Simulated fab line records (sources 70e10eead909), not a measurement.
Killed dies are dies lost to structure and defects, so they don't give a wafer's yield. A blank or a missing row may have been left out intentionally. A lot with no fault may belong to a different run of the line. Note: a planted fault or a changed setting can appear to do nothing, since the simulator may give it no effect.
Which tool did it? | flow nand_harc | 15 lots, 45 wafers sampled, at 5 steps of a route of 1159

WHAT THE GAUGES SHOWED, per wafer
NHARC_THIN_TSV_CD_MEAS_16. Usual: 1000.0 nm for cd_nm, sd 1.5.
lot  | measured     | on        | cd_nm (nm)           | flag
L525 | day 18 23:44 | cd_sem-01 | 1000.4 998.8 1001.1  |
L527 | day 18 17:31 | cd_sem-01 | 999.3 1001.2 1001.0  |
L526 | day 18 19:53 | cd_sem-03 | 998.6 999.4 998.8    |
L531 | day 19 13:26 | cd_sem-01 | 1000.7 999.7 1000.7  |
L529 | day 19 06:28 | cd_sem-02 | 999.2 998.3 1000.3   |
L528 | day 19 14:26 | cd_sem-03 | 998.5 997.7 998.1    |
L530 | day 19 01:41 | cd_sem-01 | 1001.3 999.9 1000.8  |
L534 | day 20 18:23 | cd_sem-03 | 999.4 1000.9 1001.0  |
L533 | day 20 17:19 | cd_sem-01 | 1003.1 1001.9 1000.6 |
L540 | day 22 21:35 | cd_sem-02 | 1002.0 1001.0 1001.6 |
L542 | day 22 20:44 | cd_sem-01 | 999.4 999.8 1000.2   |
L544 | day 23 01:10 | cd_sem-01 | 996.1 997.8 998.8    |
L545 | day 23 13:59 | cd_sem-02 | 998.3 999.2 1000.7   |
L546 | day 23 16:32 | cd_sem-03 | 1001.2 1000.3 1000.9 |
L548 | day 24 12:58 | cd_sem-01 | 1001.8 1000.5 1001.8 |

NHARC_END_SORT_01. Usual: killed_at_array 24, standard deviation 7.4; killed_at_other 0.5, standard deviation 0.81; killed_at_periphery 3.4, standard deviation 2.3; killed_dies 28, standard deviation 8; killed_open 3.4, standard deviation 1.8; killed_short 2.0, standard deviation 1.4.
lot  | measured     | on        | killed_at_array | killed_at_other | killed_at_periphery | killed_dies | killed_open | killed_short | flag
L540 | day 23 18:50 | prober-01 | 75 98 94        | 0 0 0           | 2 0 3               | 77 98 97    | 2 1 4       | 2 1 3        | OFF
L542 | day 23 10:17 | prober-01 | 91 85 92        | 2 1 0           | 5 2 2               | 98 88 94    | 5 3 1       | 4 0 1        | OFF
L544 | day 23 19:01 | prober-02 | 92 88 84        | 0 0 0           | 9 6 7               | 101 94 91   | 3 3 3       | 2 2 0        | OFF

TOOL THAT RAN EACH LOT (tool first, then ch and the chambers of the sampled wafers, then the start)
lot  | NHARC_A_ONON_D1_DEP_03           | NHARC_THIN_TSV_CMP_01         | NHARC_THIN_TSV_DEP_47
L525 | pecvd_onon-04 ch 0, day 7 21:28  | cmp-03 ch 1,2, day 18 21:26   | pecvd-02 ch 0,1, day 19 00:41
L527 | pecvd_onon-02 ch 0, day 8 04:29  | cmp-01 ch 1,2, day 18 15:14   | pecvd-02 ch 1,2, day 18 18:23
L526 | pecvd_onon-04 ch 0, day 8 04:31  | cmp-01 ch 1,2,3, day 18 17:37 | pecvd-04 ch 0,1, day 18 20:47
L531 | pecvd_onon-03 ch 0, day 8 13:56  | cmp-02 ch 0,1, day 19 11:01   | pecvd-02 ch 0,1, day 19 14:20
L529 | pecvd_onon-02 ch 0, day 8 14:04  | cmp-02 ch 0,2, day 19 04:13   | pecvd-04 ch 0,1,2, day 19 07:21
L528 | pecvd_onon-04 ch 0, day 8 14:04  | cmp-03 ch 0,1,2, day 19 12:19 | pecvd-02 ch 0,1, day 19 15:38
L530 | pecvd_onon-04 ch 0, day 8 19:34  | cmp-03 ch 0,1, day 18 22:39   | pecvd-04 ch 0,2, day 19 02:37
L534 | pecvd_onon-02 ch 0, day 9 14:38  | cmp-03 ch 0,2,3, day 20 16:12 | pecvd-04 ch 0,2, day 20 19:19
L533 | pecvd_onon-03 ch 0, day 9 19:31  | cmp-01 ch 2,3, day 20 14:59   | pecvd-02 ch 0,1,2, day 20 18:17
L540 | pecvd_onon-02 ch 0, day 11 12:06 | cmp-01 ch 2,3, day 22 19:17   | pecvd-03 ch 0,1, day 22 22:34
L542 | pecvd_onon-02 ch 0, day 11 15:40 | cmp-01 ch 0,2,3, day 22 18:10 | pecvd-04 ch 0,1,2, day 22 21:42
L544 | pecvd_onon-02 ch 0, day 11 23:10 | cmp-01 ch 0,1, day 22 22:52   | pecvd-03 ch 1,2, day 23 02:06
L545 | pecvd_onon-03 ch 0, day 12 13:05 | cmp-01 ch 1,2, day 23 11:52   | pecvd-02 ch 0,1, day 23 14:59
L546 | pecvd_onon-03 ch 0, day 12 16:50 | cmp-03 ch 0,2,3, day 23 14:19 | pecvd-04 ch 0,1,2, day 23 18:41
L548 | pecvd_onon-03 ch 0, day 13 09:22 | cmp-02 ch 1,2, day 24 10:46   | pecvd-03 ch 0,2, day 24 13:49
- NHARC_A_ONON_D1_DEP_03: target thk 1000 nm.
- NHARC_THIN_TSV_CMP_01: polishes.
- NHARC_THIN_TSV_DEP_47: deposits SiO2, target thk 200 nm.

AS READ BY THE TOOLS THEMSELVES (means over the sampled wafers that have a number; for cases with no such wafer, the mark the record gives instead)
NHARC_THIN_TSV_CMP_01. Usual: 12.7 A for motor_current_A, sd 1.1.
lot  | tool   | motor_current_A (A) | flag
L525 | cmp-03 | 11.5                |
L527 | cmp-01 | 12.4                |
L526 | cmp-01 | 12.6                |
L531 | cmp-02 | 12.1                |
L529 | cmp-02 | 11.6                |
L528 | cmp-03 | 12.9                |
L530 | cmp-03 | 14.6                |
L534 | cmp-03 | 12.9                |
L533 | cmp-01 | 12.5                |
L540 | cmp-01 | 12.7                |
L542 | cmp-01 | 12.9                |
L544 | cmp-01 | 12.6                |
L545 | cmp-01 | 12.2                |
L546 | cmp-03 | 12.9                |
L548 | cmp-02 | 12.2                |

NHARC_THIN_TSV_DEP_47. Usual: 16.1 % for throttle_valve_pct, sd 0.71.
lot  | tool     | throttle_valve_pct (%) | flag
L525 | pecvd-02 | 16.1                   |
L527 | pecvd-02 | 15.6                   |
L526 | pecvd-04 | 15.8                   |
L531 | pecvd-02 | 16.1                   |
L529 | pecvd-04 | 16.2                   |
L528 | pecvd-02 | 16.4                   |
L530 | pecvd-04 | 16.2                   |
L534 | pecvd-04 | 16.6                   |
L533 | pecvd-02 | 15.8                   |
L540 | pecvd-03 | 15.7                   |
L542 | pecvd-04 | 16.5                   |
L544 | pecvd-03 | 16.1                   |
L545 | pecvd-02 | 16.4                   |
L546 | pecvd-04 | 16.6                   |
L548 | pecvd-03 | 15.9                   |

THE ANSWER, worked out from the rows above alone
Rule: take the mean of a lot's wafers that have a number; if it is more than 3 standard deviations from the usual mean, the lot is off. A lot without any number at a reading at which 4 lots or more have one is off too. The other lots that the step has rows for count as sound. Order of review: gauges by route order, followed by the tools' own readings, for which a lot's mean as printed above is used. At the first step where some lot is off, the reading lying furthest off is the one used; lots without a number count as furthest.
Off at NHARC_END_SORT_01 (killed_at_array): L540, L542, L544. Neither off nor sound, because the step has no rows for them: L525, L527, L526, L531, L529, L528, L530, L534, L533, L545, L546, L548.
A tool fits if, at a process step before that reading, it ran every lot that is off, and no sound lot after the first of them. The gauges at NHARC_END_SORT_01 are tried like those tools. Undecided on this evidence; 2 tools fit (pecvd_onon-02 at NHARC_A_ONON_D1_DEP_03, cmp-01 at NHARC_THIN_TSV_CMP_01).

WHAT THE SIMULATOR PUT IN
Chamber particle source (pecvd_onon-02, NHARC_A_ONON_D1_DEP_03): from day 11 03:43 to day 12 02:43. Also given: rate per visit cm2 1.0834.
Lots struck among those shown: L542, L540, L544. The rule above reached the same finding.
